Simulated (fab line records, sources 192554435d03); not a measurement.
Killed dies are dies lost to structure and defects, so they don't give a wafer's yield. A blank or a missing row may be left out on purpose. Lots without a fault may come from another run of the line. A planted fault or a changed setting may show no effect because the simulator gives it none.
Chamber matching | flow n5_finfet | N5_BEOL_M11_ETCH_65 on rie_diel-02: 4 sister chambers
The step etches SiARC in CF4, target depth 39 nm, time 65 s. 14 wafers are shown with their chamber, then 7 later ones without.

WAFERS WITH THEIR CHAMBER
wafer  | chamber | showerhead_plenum_p_Torr (Torr) | drypump_motor_current_A (A) | oes_product_au (a.u.)
L075.2 | 3       | 2.11                            | 6.13                        | 0.76
L075.4 | 0       | 2.11                            | 5.55                        | 0.74
L075.6 | 2       | 2.13                            | 5.96                        | 0.63
L076.2 | 3       | 2.11                            | 6.13                        | 0.77
L076.5 | 0       | 2.11                            | 5.45                        | 0.74
L076.6 | 3       | 2.11                            | 6.12                        | 0.78
L083.3 | 0       | 2.11                            | 5.49                        | 0.72
L083.5 | 0       | 2.11                            | 5.53                        | 0.72
L083.6 | 1       | 2.24                            | 5.98                        | 0.69
L084.2 | 3       | 2.11                            | 6.15                        | 0.75
L084.3 | 2       | 2.12                            | 5.94                        | 0.62
L084.6 | 3       | 2.11                            | 6.14                        | 0.74
L087.1 | 2       | 2.12                            | 5.97                        | 0.61
L087.4 | 3       | 2.11                            | 6.12                        | 0.74

SIGNATURES (means of the wafers above)
reading                  | chamber 0 | chamber 1 | chamber 2 | chamber 3 | scatter within a chamber
showerhead_plenum_p_Torr | 2.1100    | 2.2400    | 2.1233    | 2.1100    | 0.00258
drypump_motor_current_A  | 5.5050    | 5.9800    | 5.9567    | 6.1317    | 0.0266
oes_product_au           | 0.7300    | 0.6900    | 0.6200    | 0.7567    | 0.0139
Rule: a wafer's distance from a chamber is the root of the sum, over the readings, of the square of ((its reading less the chamber's mean) divided by the reading's scatter). The wafer belongs to the nearest chamber; if the next one is less than 2 further off, it can't be placed. The scatter: the root of (the sum of the squares of (reading less its chamber's mean) over the shown wafers, divided by (wafers less chambers)).

WAFERS WITHOUT THEIR CHAMBER
wafer  | showerhead_plenum_p_Torr (Torr) | drypump_motor_current_A (A) | oes_product_au (a.u.)
L087.6 | 2.11                            | 6.13                        | 0.74
L090.2 | 2.10                            | 5.45                        | 0.70
L090.5 | 2.10                            | 5.47                        | 0.69
L090.6 | 2.24                            | 5.96                        | 0.67
L097.1 | 2.10                            | 6.11                        | 0.71
L097.2 | 2.24                            | 5.96                        | 0.67
L097.6 | 2.10                            | 6.12                        | 0.72

WHICH CHAMBER EACH WENT THROUGH
wafer  | from the rows above | in truth
L087.6 | 3                   | 3
L090.2 | 0                   | 0
L090.5 | 0                   | 0
L090.6 | 1                   | 1
L097.1 | 3                   | 3
L097.2 | 1                   | 1
L097.6 | 3                   | 3
Placed correctly: 7 of 7. Can't be placed from these rows: 0. Placed wrongly: 0.
